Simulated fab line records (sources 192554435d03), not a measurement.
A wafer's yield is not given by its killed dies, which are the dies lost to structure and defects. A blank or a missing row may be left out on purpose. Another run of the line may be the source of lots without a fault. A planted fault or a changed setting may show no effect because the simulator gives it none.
Comparing a struck lot with a sound one	flow n5_finfet	31 out of 1938 route steps
Sound: these wafers, L749.1, L749.3, L749.4. The struck wafers were L762.4, L762.5, L762.6. The cause is named last.
Each step with rows lists, per side, the tool, then ch with its chambers, then its first start. Under that, the readings that differ: sound wafers	struck wafers	difference of the means	sigmas: that difference in standard deviations of wafers without a fault.
alike: a reading whose means differ by less than 2 such deviations, as well as words and numbers matching on both sides. not compared: withheld readings; readings where some wafer has no value; bounds like >300 that might hide an equal value; numbers whose values overlap and for which the record gives no deviation.
Wherever a step has rows on one side only, a row that says differs or no value, or a row with sigmas, the two part there. Non-overlapping numbers with no deviation appear without sigmas and do not part them. Lack of a reading on every wafer of one side parts them only where that side has two or more wafers.

first, 10 steps without rows for these wafers: N5_HKMG_FIN_DESCUM_53 (chemistry O2, time 7.9 s); N5_HKMG_FIN_ETCH_54 (etches SiARC in CF4, target depth 45.5 nm, time 75.8 s); N5_HKMG_FIN_ETCH_55 (etches SOC in N2/H2, target depth 240 nm, time 300 s); N5_HKMG_FIN_STRIP_56 (strips in N2/H2); N5_HKMG_FIN_STRIP_57 (strips in CF4); N5_HKMG_FIN_ETCH_58 (etches SOC in N2/H2, target depth 215.8 nm, time 741 s); N5_HKMG_FIN_STRIP_93 (strips SOC in N2/H2, time 20 s); N5_HKMG_FIN_WET_ETCH_76 (etches Al2O3 in dNH4OH, stops on La2O3, target depth 2.25 nm, rinse time 30 s); N5_HKMG_FIN_STRIP_60 (strips in N2/H2, time 360 s); N5_HKMG_FIN_WET_ETCH_77 (etches La2O3 in dHCl, stops on HfO2, target depth 2 nm).
N5_HKMG_FIN_WET_ETCH_78: etches Al2O3 in dNH4OH, stops on La2O3, target depth 4.5 nm, rinse time 30 s.
  sound on wet_bench-06 ch 2,3,6, day 4 06:54; struck on wet_bench-06 ch 2,3,4, day 7 15:04
then, 17 steps without rows for these wafers: N5_HKMG_FIN_ALD_79 (deposits TiN, target thk 1.5 nm, pulse time 1 s, purge time 3 s); N5_HKMG_FIN_CVD_62 (deposits a-Si from Si2H6, target thk 3 nm, time 20.8 s); N5_HKMG_FIN_RTA_80 (time 2 s); N5_HKMG_FIN_PRECLEAN_64 (cleans in dHF, time 30 s); N5_HKMG_FIN_WET_ETCH_65 (etches a-Si in TMAH, stops on TiN, time 49 s, target depth 3 nm); N5_HKMG_FIN_WET_ETCH_81 (etches TiN in SC1, stops on HfO2, time 57 s, target depth 6 nm); N5_HKMG_FIN_WET_ETCH_82 (etches La2O3 in dHCl, stops on HfO2, target depth 2 nm, rinse time 30 s); N5_HKMG_FIN_ALD_36 (deposits TiN, target thk 1 nm, pulse time 1 s, purge time 3 s); N5_HKMG_FIN_PWFM_ALD_03 (deposits TiN, target thk 2 nm, pulse time 1 s, purge time 3 s); N5_HKMG_FIN_COAT_29 (time 60 s, resist thk 300 nm); N5_HKMG_FIN_COAT_30 (time 60 s, resist thk 35 nm); N5_HKMG_FIN_COAT_06 (resist thk 90 nm); N5_HKMG_FIN_EBR_08; N5_HKMG_FIN_SOFTBAKE_07 (time 60 s); N5_HKMG_FIN_EXPOSE_09 (exposes mask NWFM); N5_HKMG_FIN_PEB_10 (peb time 60 s); N5_HKMG_FIN_DEVELOP_11 (develop time 30 s).
N5_HKMG_FIN_INSPECT_14: inspects for defects (macro).
  sound on defect_inspect-01, day 4 08:49; struck on defect_inspect-01, day 7 17:24
reading	sound	struck	difference	sigmas
raw_defect_count	1 3 4	>300 >300 >300	differs	
then, 1 step without rows for these wafers: N5_HKMG_FIN_DESCUM_17 (chemistry O2, time 7.9 s).
-- record jumps: 8 days separate the struck wafers' starts on either side; left off in module HKMG_FIN, taken up again in module PASSIVATION, whose first shown step is the route's number 1936 --
N5_PASSIVATION_PROBE_49:
  rows exist in the record for the struck wafers here (prober-02, day 15 11:33), but not for the sound ones

== WHERE THEY PART ==
Last at N5_PASSIVATION_PROBE_49 as far as this record goes, first at N5_HKMG_FIN_INSPECT_14.

WHY: whatever the simulator had introduced
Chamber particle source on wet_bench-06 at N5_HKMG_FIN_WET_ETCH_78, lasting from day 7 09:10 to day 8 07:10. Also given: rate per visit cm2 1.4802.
